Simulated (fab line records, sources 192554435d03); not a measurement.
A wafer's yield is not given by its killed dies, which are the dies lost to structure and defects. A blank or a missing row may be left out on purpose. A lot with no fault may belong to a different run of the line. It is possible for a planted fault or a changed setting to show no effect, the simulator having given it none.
Which tool was responsible? | flow n5 finfet | 27 wafers from 10 lots sampled at 3 of the route's 1938 steps

## WHAT THE GAUGES READ, wafer by wafer
N5_BEOL_M12_THK_MEAS_01.
lot  | measured     | on            | M12_ILD_THK (nm)
L579 | day 10 15:57 | film metro-02 | 664 657 663
L580 | day 11 04:09 | film metro-02 | 651 651 675
L582 | day 11 09:57 | film metro-02 | 649 661 663
L583 | day 11 17:15 | film metro-01 | 652 654 660
L589 | day 12 11:20 | film metro-02 | 650 652 666
L587 | day 12 19:38 | film metro-02 | 662 658 667
L592 | day 14 09:10 | film metro-02 | 390 399
L595 | day 14 15:04 | film metro-02 | 388 644
L598 | day 15 11:31 | film metro-01 | 389 400
L602 | day 16 09:33 | film metro-02 | 655 665 674

## TOOL THAT RAN EACH LOT (tool first, then ch and the chambers of the sampled wafers, then the start)
lot  | N5_BEOL_M11_ALD_74                  | N5_BEOL_M12_ILD_DEP_00
L579 | ald metal-03 ch 0,1,2, day 10 13:39 | pecvd-03 ch 1,2, day 10 15:49
L580 | ald metal-01 ch 0,3, day 11 02:25   | pecvd-03 ch 0,1,2, day 11 04:01
L582 | ald metal-03 ch 0,3, day 11 08:10   | pecvd-03 ch 0,1,2, day 11 09:49
L583 | ald metal-03 ch 1,3, day 11 14:23   | pecvd-01 ch 0,1, day 11 17:07
L589 | ald metal-04 ch 0,1,3, day 12 09:39 | pecvd-03 ch 0,1, day 12 11:13
L587 | ald metal-04 ch 0,2,3, day 12 16:43 | pecvd-02 ch 0,1,2, day 12 19:30
L592 | ald metal-04 ch 1,2, day 14 07:11   | pecvd-03 ch 1, day 14 09:02
L595 | ald metal-04 ch 0,3, day 14 13:00   | pecvd-03 ch 1,2, day 14 14:55
L598 | ald metal-04 ch 1,2, day 15 09:10   | pecvd-03 ch 0,1, day 15 11:22
L602 | ald metal-04 ch 0,3, day 16 07:32   | pecvd-02 ch 0,2, day 16 09:25
- N5_BEOL_M11_ALD_74: deposits TaN, target thk 2 nm, pulse time 2 s, purge time 3 s.
- N5_BEOL_M12_ILD_DEP_00: deposits SiOC from DEMS/O2, target thk 658.92 nm, time 130.7 s.

## THE ANSWER, worked out from the rows above alone
Rule: what is usual is taken from the lots themselves. The widest of any qualifying gaps counts: lots, ordered by their means at a reading, are off when they make up no more than a third of the lots, leave a main group of 4 or more, and stand apart from it by 3 or more times the standard deviation of that group's means. A main group whose means are all the same, to the digits that the tables above print for the reading, isn't used. A lot without any number at a reading at which 4 lots or more have one is off too. Where the step has rows for the other lots, those lots are counted as sound.
Off: L592, L595, L598, seen at N5_BEOL_M12_THK_MEAS_01 (M12_ILD_THK). The main group: mean 659 nm, standard deviation 3.2.
If a tool, at a process step before that reading, ran all the lots that are off and no sound lot after the first of them, it fits. The gauges at N5_BEOL_M12_THK_MEAS_01 are tried like those tools. One candidate fits, namely pecvd-03 at N5_BEOL_M12_ILD_DEP_00. Its last sound lot is L589 (day 12 11:13), its first lot that is off L592 (day 14 09:02): a fault that began between those two fits.

## WHAT THE SIMULATOR HAD INSERTED
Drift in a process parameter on pecvd-03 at N5_BEOL_M12_ILD_DEP_00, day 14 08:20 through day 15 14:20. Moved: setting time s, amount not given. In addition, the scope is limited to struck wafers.
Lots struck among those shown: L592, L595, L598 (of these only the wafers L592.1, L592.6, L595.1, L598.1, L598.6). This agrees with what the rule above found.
